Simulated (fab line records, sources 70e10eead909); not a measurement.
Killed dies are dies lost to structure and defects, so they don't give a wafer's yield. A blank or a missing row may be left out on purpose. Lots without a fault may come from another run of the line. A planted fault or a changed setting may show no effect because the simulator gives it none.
Chamber matching | flow nand_harc | NHARC_A_CONTACT_DEP_85 on pecvd-04: 3 sister chambers
The step deposits SiON, target thk 60 nm. 18 wafers are shown with their chamber, then 9 later ones without.

WAFERS WITH THEIR CHAMBER
wafer  | chamber | heater_power_w (W) | chamber_pressure_Torr (Torr)
L075.1 | 1       | 702                | 3.504
L075.2 | 0       | 729                | 3.492
L075.4 | 0       | 745                | 3.494
L074.3 | 0       | 835                | 3.497
L074.4 | 0       | 863                | 3.496
L074.6 | 1       | 661                | 3.497
L077.1 | 2       | 652                | 3.507
L077.3 | 0       | 840                | 3.491
L077.5 | 1       | 686                | 3.497
L082.1 | 0       | 726                | 3.505
L082.2 | 1       | 788                | 3.504
L082.6 | 1       | 775                | 3.514
L081.2 | 1       | 789                | 3.501
L081.5 | 0       | 792                | 3.504
L081.6 | 1       | 786                | 3.500
L087.2 | 1       | 636                | 3.500
L087.3 | 2       | 614                | 3.489
L087.5 | 1       | 622                | 3.491

SIGNATURES (means of the wafers above)
reading               | chamber 0 | chamber 1 | chamber 2 | scatter within a chamber
heater_power_w        | 790.00    | 716.11    | 633.00    | 62.5
chamber_pressure_Torr | 3.49700   | 3.50089   | 3.49800   | 0.00667
Rule: a wafer's distance from a chamber is the root of the sum, over the readings, of the square of ((its reading less the chamber's mean) divided by the reading's scatter). The wafer belongs to the nearest chamber; if the next one is less than 2 further off, it can't be placed. The scatter: the root of (the sum of the squares of (reading less its chamber's mean) over the shown wafers, divided by (wafers less chambers)).

WAFERS WITHOUT THEIR CHAMBER
wafer  | heater_power_w (W) | chamber_pressure_Torr (Torr)
L090.2 | 883                | 3.498
L090.3 | 642                | 3.494
L090.4 | 682                | 3.489
L094.1 | 722                | 3.513
L094.2 | 580                | 3.502
L094.4 | 870                | 3.512
L096.2 | 709                | 3.499
L096.5 | 731                | 3.509
L096.6 | 815                | 3.490

WHICH CHAMBER EACH WENT THROUGH
wafer  | from the rows above          | in truth
L090.2 | can't be placed: 0 or 1      | 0
L090.3 | can't be placed: 2 or 1 or 0 | 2
L090.4 | can't be placed: 2 or 1 or 0 | 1
L094.1 | can't be placed: 1 or 0 or 2 | 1
L094.2 | can't be placed: 2 or 1      | 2
L094.4 | can't be placed: 0 or 1 or 2 | 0
L096.2 | can't be placed: 1 or 2 or 0 | 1
L096.5 | can't be placed: 1 or 0 or 2 | 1
L096.6 | can't be placed: 0 or 1      | 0
Placed correctly: 0 of 9. Can't be placed from these rows: 9 (the true chamber is among the candidates in 9). Placed wrongly: 0.
